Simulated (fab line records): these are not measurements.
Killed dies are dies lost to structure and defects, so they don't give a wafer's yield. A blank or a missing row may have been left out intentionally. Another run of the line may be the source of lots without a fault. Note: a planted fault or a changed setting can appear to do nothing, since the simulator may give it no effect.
fab line records -- flow n5_finfet
[record] lots = 6, wafers = 17, last_day = 16
route steps=1938 shown BEOL_M6@1255 BEOL_M7@1263 PASSIVATION@1936
lots that met no fault: from a run of the same line without faults
start_h: start of the lot's first displayed wafer, in hours after the record's first day -- wait_h: time in hours since the lot's previous step -- " same as the row above -- L1.1+2: a single row standing in for several wafers -- - no value, or no start was given -- * or withheld: withheld -- < > ~ a bound
route shown NAME@n: names a module that has steps shown in the file, with the first one's number in the route -- usual: mean/standard deviation taken from wafers without a fault -- same: alike in all rows -- chamber/n: place in a boat -- sites: the reading at each site -- _std_site: the standard deviation of these -- _edge_site: the outer-site mean with the inner-site mean subtracted -- radius_mm: for every site, how far away it sits from the centre of the wafer -- mask NAME#n: copy n -- behind: the tool/chamber that last shaped the wafer -- hold: the reason the lot was held/the length of the hold in hours/how it ended -- device: the transistor (n, p or np) that didn't switch -- end of line: at the end of the route, the tests of the same wafers -- a step with no rows: only its recipe -- killed: dies that structure and defects cost at the first sort, which is not the same as the wafer's yield -- map: shows each die of a wafer: x if killed, . if not, _ if none is there
set.NAME: the setting that was run; set.NAME@STEP: the one run at that earlier step -- model.NAME: the simulator's own value behind a step, which no gauge read
lots at some steps of the route; a table a step, a row a wafer
services: the hour from which a tool's chamber was out of use, counted from the record's first day as start_h (under 0 if before that day), plus the number of hours and why
[[steps]]
[step N5_BEOL_M6_ECD_50]
[recipe] material = Cu, target_thk_a = 3000
[step N5_BEOL_M6_ANNEAL_51]
[recipe] temp_c = 225, time_s = 90, ambient = N2
[usual] wafer_temp_C_max = 225.82/0.21
[same] time_s = 90
lot.wafer,tool,chamber,start_h,wait_h,wafer_temp_C_max
L589.2,rtp_anneal-02,0,191.78,0.2,225.78
L589.3,rtp_anneal-02,0,191.78,0.2,225.59
L589.5,rtp_anneal-02,0,191.78,0.2,226.04
L593.1,rtp_anneal-02,0,222.49,0.1,225.80
L593.3,rtp_anneal-02,0,222.49,0.1,225.61
L593.5,rtp_anneal-02,0,222.49,0.1,225.76
L598.1,rtp_anneal-02,0,262.50,0.1,225.68
L598.2,rtp_anneal-02,0,262.50,0.1,225.61
L598.5,rtp_anneal-02,0,262.50,0.1,225.86
L599.1,rtp_anneal-02,0,262.89,0.1,225.92
L599.3,rtp_anneal-02,0,262.89,0.1,226.25
L599.5,rtp_anneal-02,0,262.89,0.1,225.78
L601.4,rtp_anneal-02,0,268.60,0.3,225.71
L601.6,rtp_anneal-02,0,268.60,0.3,226.08
L606.1,rtp_anneal-02,0,293.03,0.6,225.65
L606.2,rtp_anneal-02,0,293.03,0.6,225.54
L606.3,rtp_anneal-02,0,293.03,0.6,225.72
[step N5_BEOL_M6_CMP_52]
[recipe] stop_on = SiCOH_lowk, t_overpolish_s = 6.9, down_force_psi = 1, platen_rpm = 50, clearing_platen_down_force_psi = 1.5, clearing_platen_rpm = 50, post_cmp_clean = cu_alkaline, target_thk_nm = 80, clearing_platen_pad_velocity_m_s = 0.99484, pad_velocity_m_s = 0.99484
[step N5_BEOL_M6_THK_MEAS_53]
[recipe] thk_meas_gauge = xrf, reads = Cu_of_BEOL_M6_ECD_50
[usual] M6_THK = 78.5/2
lot.wafer,tool,chamber,start_h,wait_h,M6_THK[nm]
L589.2,film_metro-01,-,192.34,-,80.6
L589.3,film_metro-01,-,192.34,-,79.9
L589.5,film_metro-01,-,192.34,-,77.5
L593.1,film_metro-02,-,223.08,-,76.5
L593.3,film_metro-02,-,223.08,-,78.7
L593.5,film_metro-02,-,223.08,-,77.1
L598.1,film_metro-01,-,263.11,-,82.9
L598.2,film_metro-01,-,263.11,-,79.5
L598.5,film_metro-01,-,263.11,-,82.1
L599.1,film_metro-01,-,263.50,-,79.7
L599.3,film_metro-01,-,263.50,-,78.4
L599.5,film_metro-01,-,263.50,-,79.2
L601.4,film_metro-01,-,269.06,-,79.6
L601.6,film_metro-01,-,269.06,-,78.1
L606.1,film_metro-01,-,293.62,-,82.7
L606.2,film_metro-01,-,293.62,-,78.9
L606.3,film_metro-01,-,293.62,-,78.7
[step N5_BEOL_M6_PRE_CLEAN_55]
[recipe] gas = NH3, time_s = 15, temp_c = withheld, rf_power_w = 300
[step N5_BEOL_M6_DEP_56]
[recipe] material = SiCN, target_thk_a = 100, temp_c = withheld, precursor = 3MS/NH3, pressure_torr = 3, rf_w = 202, time_s = 17.5
[usual] showerhead_plenum_p_Torr = 3.674/0.011, throttle_valve_pct = 9.1/0.56
[same] time_s = 17.5
lot.wafer,tool,chamber,start_h,wait_h,showerhead_plenum_p_Torr,throttle_valve_pct
L589.2,pecvd-01,0,192.41,0.0,3.686,8.9
L589.3,pecvd-01,0,192.41,0.0,3.681,9.0
L589.5,pecvd-01,0,192.41,0.0,3.693,8.9
L593.1,pecvd-03,0,223.15,0.0,3.655,9.4
L593.3,pecvd-03,2,223.15,0.0,3.669,8.6
L593.5,pecvd-03,2,223.15,0.0,3.654,8.4
L598.1,pecvd-03,1,263.18,0.0,3.679,8.5
L598.2,pecvd-03,2,263.18,0.0,3.660,8.5
L598.5,pecvd-03,1,263.18,0.0,3.685,8.9
L599.1,pecvd-01,2,263.56,0.0,3.677,8.8
L599.3,pecvd-01,1,263.56,0.0,3.690,10.4
L599.5,pecvd-01,2,263.56,0.0,3.675,8.6
L601.4,pecvd-01,0,269.14,0.0,3.673,9.0
L601.6,pecvd-01,2,269.14,0.0,3.670,8.7
L606.1,pecvd-01,2,293.68,0.0,3.665,8.6
L606.2,pecvd-01,0,293.68,0.0,3.688,8.9
L606.3,pecvd-01,1,293.68,0.0,3.681,10.0
[step N5_BEOL_M6_RS_MEAS_57]
[recipe] thk_meas_gauge = four-point-probe, reads = Cu_of_BEOL_M6_ECD_50+Co_of_BEOL_M6_CVD_78+TaN_of_BEOL_M6_ALD_77
[usual] M6_RS = 0.287/0.0084
lot.wafer,tool,chamber,start_h,wait_h,M6_RS[ohm/sq]
L589.2,film_metro-01,-,192.50,0.1,0.275
L589.3,film_metro-01,-,192.50,0.1,0.279
L589.5,film_metro-01,-,192.50,0.1,0.290
L593.1,film_metro-02,-,223.22,0.1,0.294
L593.3,film_metro-02,-,223.22,0.1,0.285
L593.5,film_metro-02,-,223.22,0.1,0.291
L598.1,film_metro-02,-,263.27,0.1,0.270
L598.2,film_metro-02,-,263.27,0.1,0.282
L598.5,film_metro-02,-,263.27,0.1,0.273
L599.1,film_metro-02,-,263.63,0.1,0.284
L599.3,film_metro-02,-,263.63,0.1,0.290
L599.5,film_metro-02,-,263.63,0.1,0.286
L601.4,film_metro-02,-,269.19,0.0,0.281
L601.6,film_metro-02,-,269.19,0.0,0.289
L606.1,film_metro-02,-,293.75,0.1,0.271
L606.2,film_metro-02,-,293.75,0.1,0.285
L606.3,film_metro-02,-,293.75,0.1,0.285
[step N5_BEOL_M6_INSPECT_58]
[recipe] inspect_instrument = darkfield, mode = post_dep
[usual] raw_defect_count = 76/25
lot.wafer,tool,chamber,start_h,wait_h,raw_defect_count
L589.2,defect_inspect-01,-,192.53,0.0,117
L589.3,defect_inspect-01,-,192.53,0.0,70
L589.5,defect_inspect-01,-,192.53,0.0,76
L593.1,defect_inspect-02,-,223.24,0.0,45
L593.3,defect_inspect-02,-,223.24,0.0,107
L593.5,defect_inspect-02,-,223.24,0.0,55
L598.1,defect_inspect-02,-,263.29,0.0,60
L598.2,defect_inspect-02,-,263.29,0.0,71
L598.5,defect_inspect-02,-,263.29,0.0,87
L599.1,defect_inspect-02,-,263.66,0.0,81
L599.3,defect_inspect-02,-,263.66,0.0,84
L599.5,defect_inspect-02,-,263.66,0.0,88
L601.4,defect_inspect-02,-,269.22,0.0,96
L601.6,defect_inspect-02,-,269.22,0.0,120
L606.1,defect_inspect-01,-,293.78,0.0,77
L606.2,defect_inspect-01,-,293.78,0.0,73
L606.3,defect_inspect-01,-,293.78,0.0,75
[step N5_BEOL_M7_ILD_DEP_00]
[recipe] material = SiCOH_lowk, target_thk_a = 1797.5, temp_c = 300, precursor = DEMS/porogen, pressure_torr = 5, rf_w = 500, time_s = 33.4
[usual] heater_power_w = 293/33, showerhead_plenum_p_Torr = 5.740/0.015, throttle_valve_pct = 14.0/0.75
[same] time_s = 33.4
lot.wafer,tool,chamber,start_h,wait_h,heater_power_w,showerhead_plenum_p_Torr,throttle_valve_pct
L589.2,pecvd-04,1,192.56,0.0,315,5.738,13.5
L589.3,pecvd-04,2,192.56,0.0,240,5.720,14.1
L589.5,pecvd-04,1,192.56,0.0,311,5.739,13.3
L593.1,pecvd-04,0,223.28,0.0,346,5.749,13.5
L593.3,pecvd-04,1,223.28,0.0,276,5.736,13.6
L593.5,pecvd-04,1,223.28,0.0,277,5.746,13.2
L598.1,pecvd-02,2,263.33,0.0,247,5.719,14.2
L598.2,pecvd-02,0,263.33,0.0,287,5.742,15.5
L598.5,pecvd-02,1,263.33,0.0,280,5.769,13.8
L599.1,pecvd-02,1,263.69,0.0,270,5.741,13.6
L599.3,pecvd-02,0,263.69,0.0,245,5.748,15.5
L599.5,pecvd-02,1,263.69,0.0,278,5.758,13.8
L601.4,pecvd-04,2,269.27,0.1,203,5.719,14.3
L601.6,pecvd-04,1,269.27,0.1,308,5.734,13.1
L606.1,pecvd-04,1,293.81,0.0,320,5.720,13.5
L606.2,pecvd-04,2,293.81,0.0,242,5.745,14.8
L606.3,pecvd-04,0,293.81,0.0,295,5.739,13.5
[step N5_BEOL_M7_CURE_74]
[recipe] temp_c = 385, time_s = 240, ambient = He/Ar, material = SiCOH_lowk
[usual] lamp_power_pct = 52.31/0.056, wafer_temp_C_max = 386.8/0.45
[same] time_s = 240
lot.wafer,tool,chamber,start_h,wait_h,lamp_power_pct,wafer_temp_C_max
L589.2,uv_cure-02,2,192.71,0.1,52.40,386.6
L589.3,uv_cure-02,2,192.71,0.1,52.39,386.4
L589.5,uv_cure-02,2,192.71,0.1,52.34,386.4
L593.1,uv_cure-01,0,223.34,0.0,52.34,387.1
L593.3,uv_cure-01,0,223.34,0.0,52.20,386.9
L593.5,uv_cure-01,0,223.34,0.0,52.33,386.9
L598.1,uv_cure-02,0,263.40,0.0,52.34,387.6
L598.2,uv_cure-02,0,263.40,0.0,52.33,386.9
L598.5,uv_cure-02,0,263.40,0.0,52.36,386.9
L599.1,uv_cure-01,0,263.76,0.0,52.29,386.4
L599.3,uv_cure-01,0,263.76,0.0,52.29,387.1
L599.5,uv_cure-01,0,263.76,0.0,52.36,387.7
L601.4,uv_cure-01,1,269.79,0.5,52.24,386.6
L601.6,uv_cure-01,1,269.79,0.5,52.34,387.0
L606.1,uv_cure-02,2,293.88,0.0,52.38,386.3
L606.2,uv_cure-02,2,293.88,0.0,52.43,385.9
L606.3,uv_cure-02,2,293.88,0.0,52.29,385.9
[step N5_BEOL_M7_THK_MEAS_01]
[recipe] reads = SiCOH_lowk_of_BEOL_M7_ILD_DEP_00
[usual] M7_ILD_THK = 155.4/1.9
lot.wafer,tool,chamber,start_h,wait_h,M7_ILD_THK[nm]
L589.2,film_metro-02,-,193.14,0.4,153.0
L589.3,film_metro-02,-,193.14,0.4,150.6
L589.5,film_metro-02,-,193.14,0.4,157.1
L593.1,film_metro-01,-,223.85,0.4,154.3
L593.3,film_metro-01,-,223.85,0.4,153.3
L593.5,film_metro-01,-,223.85,0.4,156.8
L598.1,film_metro-01,-,263.92,0.4,154.4
L598.2,film_metro-01,-,263.92,0.4,154.2
L598.5,film_metro-01,-,263.92,0.4,156.8
L599.1,film_metro-02,-,264.27,0.4,156.7
L599.3,film_metro-02,-,264.27,0.4,155.3
L599.5,film_metro-02,-,264.27,0.4,158.4
L601.4,film_metro-01,-,270.07,0.2,152.2
L601.6,film_metro-01,-,270.07,0.2,156.1
L606.1,film_metro-01,-,294.39,0.4,153.8
L606.2,film_metro-01,-,294.39,0.4,154.2
L606.3,film_metro-01,-,294.39,0.4,156.5
[step N5_BEOL_M7_PECVD_70]
[recipe] material = SiO2, target_thk_a = 200, temp_c = 400, precursor = TEOS/O2, pressure_torr = 5.5, rf_w = 450, teos_flow_sccm = 53.8, gas = O2, flow_sccm = 3000, time_s = 22.7
[usual] heater_power_w = 691/61, showerhead_plenum_p_Torr = 8.79/0.053, throttle_valve_pct = 22.5/1.2
[same] time_s = 22.7
lot.wafer,tool,chamber,start_h,wait_h,heater_power_w,showerhead_plenum_p_Torr,throttle_valve_pct
L589.2,pecvd-03,0,193.21,0.1,789,8.76,22.3
L589.3,pecvd-03,2,193.21,0.1,667,8.76,21.1
L589.5,pecvd-03,0,193.21,0.1,811,8.77,22.6
L593.1,pecvd-02,2,223.89,0.0,673,8.78,22.4
L593.3,pecvd-02,0,223.89,0.0,646,8.81,24.8
L593.5,pecvd-02,0,223.89,0.0,646,8.80,25.1
L598.1,pecvd-03,0,263.96,0.0,722,8.77,22.1
L598.2,pecvd-03,1,263.96,0.0,636,8.90,21.8
L598.5,pecvd-03,1,263.96,0.0,634,8.89,21.7
L599.1,pecvd-02,1,264.31,0.0,699,8.82,22.2
L599.3,pecvd-02,0,264.31,0.0,648,8.79,25.2
L599.5,pecvd-02,0,264.31,0.0,621,8.79,24.8
L601.4,pecvd-02,0,270.12,0.1,641,8.80,25.1
L601.6,pecvd-02,1,270.12,0.1,679,8.82,22.0
L606.1,pecvd-02,2,294.43,0.0,672,8.74,22.4
L606.2,pecvd-02,0,294.43,0.0,615,8.82,25.0
L606.3,pecvd-02,1,294.43,0.0,694,8.80,22.3
[step N5_BEOL_M7_HM_DEP_02]
[recipe] material = TiN, target_thk_a = 200, temp_c = 25, chamber_pressure_pa = 0.49996
[usual] throttle_valve_pct = 30.3/0.96
lot.wafer,tool,chamber,start_h,wait_h,throttle_valve_pct
L589.2,pvd_sputter-03,-,193.38,0.2,29.4
L589.3,pvd_sputter-03,-,193.38,0.2,29.3
L589.5,pvd_sputter-03,-,193.38,0.2,30.7
L593.1,pvd_sputter-02,-,225.66,1.7,30.5
L593.3,pvd_sputter-02,-,225.66,1.7,32.2
L593.5,pvd_sputter-02,-,225.66,1.7,32.1
L598.1,pvd_sputter-03,-,264.41,0.4,30.7
L598.2,pvd_sputter-03,-,264.41,0.4,29.5
L598.5,pvd_sputter-03,-,264.41,0.4,29.3
L599.1,pvd_sputter-03,-,264.67,0.3,29.5
L599.3,pvd_sputter-03,-,264.67,0.3,30.8
L599.5,pvd_sputter-03,-,264.67,0.3,30.8
L601.4,pvd_sputter-01,-,270.95,0.8,31.6
L601.6,pvd_sputter-01,-,270.95,0.8,28.5
L606.1,pvd_sputter-01,-,295.37,0.9,28.4
L606.2,pvd_sputter-01,-,295.37,0.9,31.2
L606.3,pvd_sputter-01,-,295.37,0.9,29.8
[step N5_BEOL_M7_COAT_59]
[recipe] resist = SOC, temp_c = 250, time_s = 60, spin_rpm = 1500, resist_thk_nm = 100
[step N5_BEOL_M7_COAT_60]
[recipe] resist = SiARC, temp_c = 220, time_s = 60, spin_rpm = 1500, resist_thk_nm = 35
[step N5_BEOL_M7_COAT_05]
[recipe] resist = CAR-ArF, spin_rpm = 1500, resist_thk_nm = 90
[step N5_BEOL_M7_EBR_07]
[recipe] solvent = PGMEA, ebr_width_mm = 1.5
[step N5_BEOL_M7_SOFTBAKE_06]
[recipe] temp_c = 110, time_s = 60, resist = CAR-ArF
[step N5_BEOL_M7_EXPOSE_08]
[recipe] mask_id = M7, na = 1.35, source_shape = dipole, sigma_inner = 0.817, sigma_outer = 0.97, polarization = te, dose_mj = 68.25
[step N5_BEOL_M7_PEB_09]
[recipe] peb_temp_c = withheld, peb_time_s = 60, resist = CAR-ArF
[step N5_BEOL_M7_DEVELOP_10]
[recipe] develop_time_s = 30, developer = TMAH, resist = CAR-ArF, rinse_liquid = diw, dry = air_spin, dev_temp_c = 23
[step N5_BEOL_M7_CD_MEAS_11]
[recipe] target_cd_nm = 38.5, landing_energy_ev = 500, detector = se_inlens, polarity = opening
[usual] cd_nm = 38.5/0.42
lot.wafer,tool,chamber,start_h,wait_h,cd_nm
L589.2,cd_sem-01,0,193.75,-,38.5
L589.3,cd_sem-01,0,193.75,-,38.7
L589.5,cd_sem-01,0,193.75,-,38.8
L593.1,cd_sem-01,0,226.16,-,38.9
L593.3,cd_sem-01,0,226.16,-,37.9
L593.5,cd_sem-01,0,226.16,-,37.9
L598.1,cd_sem-02,0,264.91,-,37.9
L598.2,cd_sem-02,0,264.91,-,38.3
L598.5,cd_sem-02,0,264.91,-,38.2
L599.1,cd_sem-02,0,265.17,-,39.1
L599.3,cd_sem-02,0,265.17,-,39.5
L599.5,cd_sem-02,0,265.17,-,38.9
L601.4,cd_sem-02,0,271.33,-,39.1
L601.6,cd_sem-02,0,271.33,-,38.6
L606.1,cd_sem-03,0,295.87,-,38.9
L606.2,cd_sem-03,0,295.87,-,38.6
L606.3,cd_sem-03,0,295.87,-,38.4
[step N5_BEOL_M7_OVL_MEAS_12]
[recipe] points_per_wafer = 44
[usual] M7_OVL = 0.2/0.64
lot.wafer,tool,chamber,start_h,wait_h,M7_OVL[nm]
L589.2,overlay-02,0,193.78,0.0,0.1
L589.3,overlay-02,0,193.78,0.0,-0.5
L589.5,overlay-02,0,193.78,0.0,0.6
L593.1,overlay-02,0,226.19,0.0,-0.6
L593.3,overlay-02,0,226.19,0.0,-0.4
L593.5,overlay-02,0,226.19,0.0,-0.9
L598.1,overlay-02,0,264.94,0.0,-0.3
L598.2,overlay-02,0,264.94,0.0,-0.2
L598.5,overlay-02,0,264.94,0.0,-0.3
L599.1,overlay-01,0,265.20,0.0,-0.2
L599.3,overlay-01,0,265.20,0.0,0.3
L599.5,overlay-01,0,265.20,0.0,1.0
L601.4,overlay-02,0,271.36,0.0,1.1
L601.6,overlay-02,0,271.36,0.0,0.3
L606.1,overlay-01,0,295.90,0.0,-0.1
L606.2,overlay-01,0,295.90,0.0,0.3
L606.3,overlay-01,0,295.90,0.0,-0.3
[step N5_BEOL_M7_INSPECT_13]
[recipe] mode = adi, inspect_instrument = brightfield
[usual] raw_defect_count = 425/87
lot.wafer,tool,chamber,start_h,wait_h,raw_defect_count
L589.2,defect_inspect-01,-,193.81,0.0,485
L589.3,defect_inspect-01,-,193.81,0.0,369
L589.5,defect_inspect-01,-,193.81,0.0,367
L593.1,defect_inspect-02,-,226.21,0.0,291
L593.3,defect_inspect-02,-,226.21,0.0,437
L593.5,defect_inspect-02,-,226.21,0.0,295
L598.1,defect_inspect-02,-,264.96,0.0,1157
L598.2,defect_inspect-02,-,264.96,0.0,1243
L598.5,defect_inspect-02,-,264.96,0.0,1286
L599.1,defect_inspect-01,-,265.22,0.0,1005
L599.3,defect_inspect-01,-,265.22,0.0,1060
L599.5,defect_inspect-01,-,265.22,0.0,950
L601.4,defect_inspect-02,-,271.38,0.0,492
L601.6,defect_inspect-02,-,271.38,0.0,560
L606.1,defect_inspect-02,-,295.92,0.0,520
L606.2,defect_inspect-02,-,295.92,0.0,650
L606.3,defect_inspect-02,-,295.92,0.0,563
[step N5_BEOL_M7_DESCUM_16]
[recipe] chemistry = O2, time_s = 7.9, source_power_w = 50, bias_power_w = 20, pressure_mtorr = 20, rf_frequency_hz = 2.712e+07, temp_c = 40, resist = CAR-ArF, o2_flow_sccm = 225
[step N5_PASSIVATION_PROBE_49]
[usual] defect_limited_yield = 91.7/1.7, killed_at_M0_to_M3 = 34/10, killed_at_M4_up = 13/5.1, killed_at_contacts = 12/6.2, killed_at_front_end = 36/12, killed_at_other = 3.2/2.6, killed_dies = 98/20, killed_open = 65/13, killed_short = 32/8.4, sort_bin_5_function = 4.8/1.1, sort_bin_6_memory = 3.2/0.74, sort_n_pass = 1082/20, sort_yield_pct = 91.7/1.7
[same] gross_dies = 1180, killed_at_back_side = 0, sort_bin_4_leakage[%] = 0, sort_bin_8_speed[%] = 0
lot.wafer,tool,chamber,start_h,wait_h,defect_limited_yield[%],killed_at_M0_to_M3,killed_at_M4_up,killed_at_contacts,killed_at_front_end,killed_at_other,killed_dies,killed_open,killed_short,sort_bin_5_function[%],sort_bin_6_memory[%],sort_n_pass,sort_yield_pct[%]
L599.1,prober-01,-,340.42,0.0,88.1,26,74,13,25,3,141,57,24,7.1,3.1,1039,88.1
L599.3,prober-01,-,340.52,0.1,83.7,18,145,9,20,0,192,40,22,9.2,4.5,988,83.7
L599.5,prober-01,-,340.62,0.2,81.4,30,136,12,40,1,219,48,40,11.3,4.2,961,81.4
L598.1,prober-02,-,345.14,0.0,81.4,33,133,19,30,4,219,73,24,12.3,3.7,961,81.4
L598.2,prober-02,-,345.19,0.1,76.9,58,143,23,41,7,272,99,50,14.7,5.9,908,76.9
L598.5,prober-02,-,345.34,0.2,81.5,35,144,17,14,8,218,60,27,11.6,3.4,962,81.5
// killed by level:class
L599.1 BEOL_M7:unspecified=60 MOL_CONTACT_COAG:geometric_particle:open=11 BEOL_M4:geometric_particle:open=10 BEOL_M0_SAQP:geometric_particle:open=7 STARTING-WAFER:geometric_particle:open=5 BEOL_M3:geometric_particle:short=5 FIN_SAQP:geometric_particle:open=4 BEOL_M0_SAQP:geometric_particle:short=4
L599.3 BEOL_M7:unspecified=128 BEOL_M4:geometric_particle:open=8 MOL_CONTACT_COAG:geometric_particle:open=6 BEOL_M4:geometric_particle:short=6 GATE_CUT:geometric_particle:open=5 BEOL_M0:geometric_particle:short=5 STI_FIN_REVEAL:geometric_particle:open=4 GATE_CUT:geometric_particle:short=3
L599.5 BEOL_M7:unspecified=122 BEOL_M0_SAQP:geometric_particle:short=11 FIN_SAQP:geometric_particle:short=9 MOL_CONTACT_COAG:geometric_particle:open=9 BEOL_M0_SAQP:geometric_particle:open=9 HKMG_FIN:area_etch=8 FIN_SAQP:geometric_particle:open=6 BEOL_M4:geometric_particle:open=5
L598.1 BEOL_M7:unspecified=122 MOL_CONTACT_COAG:geometric_particle:open=15 BEOL_M1:geometric_particle:open=9 BEOL_M0_SAQP:geometric_particle:open=8 FIN_SAQP:geometric_particle:open=7 BEOL_M0_SAQP:geometric_particle:short=7 STARTING-WAFER:geometric_particle:open=6 BEOL_M4:geometric_particle:open=6
L598.2 BEOL_M7:unspecified=122 MOL_CONTACT_COAG:geometric_particle:open=17 FIN_SAQP:geometric_particle:short=13 BEOL_M1:geometric_particle:open=13 BEOL_M2:geometric_particle:open=12 FIN_SAQP:geometric_particle:open=11 BEOL_M4:geometric_particle:open=11 BEOL_M0_SAQP:geometric_particle:short=9
L598.5 BEOL_M7:unspecified=131 MOL_CONTACT_COAG:geometric_particle:open=13 BEOL_M0_SAQP:geometric_particle:open=7 BEOL_M1:geometric_particle:open=6 BEOL_M2:geometric_particle:open=6 FIN_SAQP:geometric_particle:open=5 BEOL_M4:geometric_particle:short=5 FIN_SAQP:geometric_particle:short=4
// map L598.2 (x killed, . not)
_________________.....x......________________
______________x................._____________
___________.x.x....................__________
__________..................x...x..._________
________x......x.............x........_______
_______.x.x...............x....x.......______
______.x................................_____
_____.x.......xx.x......x.....x.....xx...____
____x..x.x.x.x........x..x...xx.x......x..___
___x....x...xx.......x.........xxx....x....__
___x.................x......x...........x..__
__.........................................._
__......x.....x...x........................x_
_x.....x...x.x.........x...........xxx.......
_.....x...x..........x..........x.x.x........
_.x....................x...x..x.......x.....x
_.x..x.x......x...x..............x...........
_.x.x..x...............x......x...x...x......
_...xx....x....x.....x..x...xxxxxxxxx...x....
_x.....x..............x...x...xxxxx.xx.x..x..
_....x................x....xxxxxxxxxx.xx.....
__x..........x...x.......xxxxxxxxxxxxxxx..x._
__....x.....x........x....xxxxxxxxxxxxxx.x.._
___......................x.xxxxxxxxxxxxxx..__
___.....x....x.............xxxxxxxxxxxxxxx.__
____x..x............x..x..xxxxxxxxxxxxxx..___
_____........x.x..x..x..x.x..xxxxxxxxxxxx____
______..................x...xxxxxxxxxxx._____
_______x.....x.x..x............xxxxxx..______
________.x................x...x.xxx.x._______
__________.x...........x.....x.x...._________
___________......x........x........__________
______________x.x.......x...x..._____________
_________________.x.........x________________
// map L599.5 (x killed, . not)
_________________.x...x......________________
______________x..xxx..x....x...._____________
___________x.xxxxx.x....x......xx..__________
__________xxxxxxxxxxx.......x....x.._________
________xxxxxxxxxxxxx................._______
_______..xxxxxxxxxxxx...x.............x______
______.xxxxxxxxxxxx.xx...x........x....._____
_____..xxxxxxxxxxxxxxx..................x____
____....xxxxxxxxxxxxx...x...x.............___
___.....xxxxxxxxxxxxx.x..........x.........__
___.....x.xx.xxx.xxx.......x..x...........x__
__x......xxxxxxx..x.............x..........._
__...........x.xx...x......x.....x...x......_
_...x.....xx..............................x..
_..........x.....x........................x..
_...x.................x......................
_...x................x...x.........x.........
_.xx..........x............x.........x...x...
_...........x.....x....................x....x
_...................x........................
_.....x....x.x.......................x....x..
__x.xx.......x.x.x...........x.x...x........_
__.xx..............x..........x............._
___...........................x........x..x__
___......x.......x..........x......x.x.....__
____......................................___
_____xx.x........x......x................____
______.x......x....................x...._____
_______..x.................x...........______
________...........x....x....x..x....._______
__________.x...........x............_________
___________.....x..................__________
______________x...............x._____________
_________________....x.......________________
[[services]]
tool,chamber,start_h,hours,kind
pecvd-03,0,173.66,4.6,scheduled_down
pecvd-03,-,174.99,5.5,repair
pecvd-04,0,176.00,2.2,repair
pecvd-01,-,180.37,0.9,repair
pecvd-01,2,190.80,4.7,repair
pecvd-02,0,197.89,5.5,scheduled_down
uv_cure-01,-,202.40,0.3,repair
pecvd-01,0,207.72,6.4,repair
pecvd-04,1,208.31,2.1,scheduled_down
pecvd-01,2,220.22,-,clean
pecvd-01,2,220.22,-,consumable_replace:showerhead
pecvd-01,2,220.22,29.0,scheduled_down
pecvd-01,2,220.22,29.0,vent_cycle
uv_cure-01,-,227.77,2.8,pm
uv_cure-02,-,231.73,3.9,repair
pecvd-02,-,233.00,0.7,repair
pecvd-04,-,252.22,14.6,pm
pecvd-03,0,258.06,5.5,scheduled_down
pvd_sputter-01,-,260.51,3.0,repair
uv_cure-02,-,284.96,2.9,repair
[[key]]
[first_sign] step = N5_BEOL_M7_INSPECT_13, reading = raw_defect_count, direction = up, sigmas = 8, usual = 425, struck = 1117
[effect] step = N5_PASSIVATION_PROBE_49, reading = killed_at_M4_up, direction = up, sigmas = 23, usual = 13, struck = 129
[more_kills_born_at] N5_BEOL_M7_HM_DEP_02@pvd_sputter-03 = 685
met_at N5_BEOL_M7_HM_DEP_02
struck_wafers L598.1,L598.2,L598.5,L599.1,L599.3,L599.5
onset_between 193.38 264.41
also_fits N5_BEOL_M7_ILD_DEP_00:pecvd-02
[fault] kind = chamber_particle_source, tool = pvd_sputter-03, chamber = -, onset_h = 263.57, steps = N5_BEOL_M7_HM_DEP_02, rate_per_visit_cm2 = 0.96045, end_h = 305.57
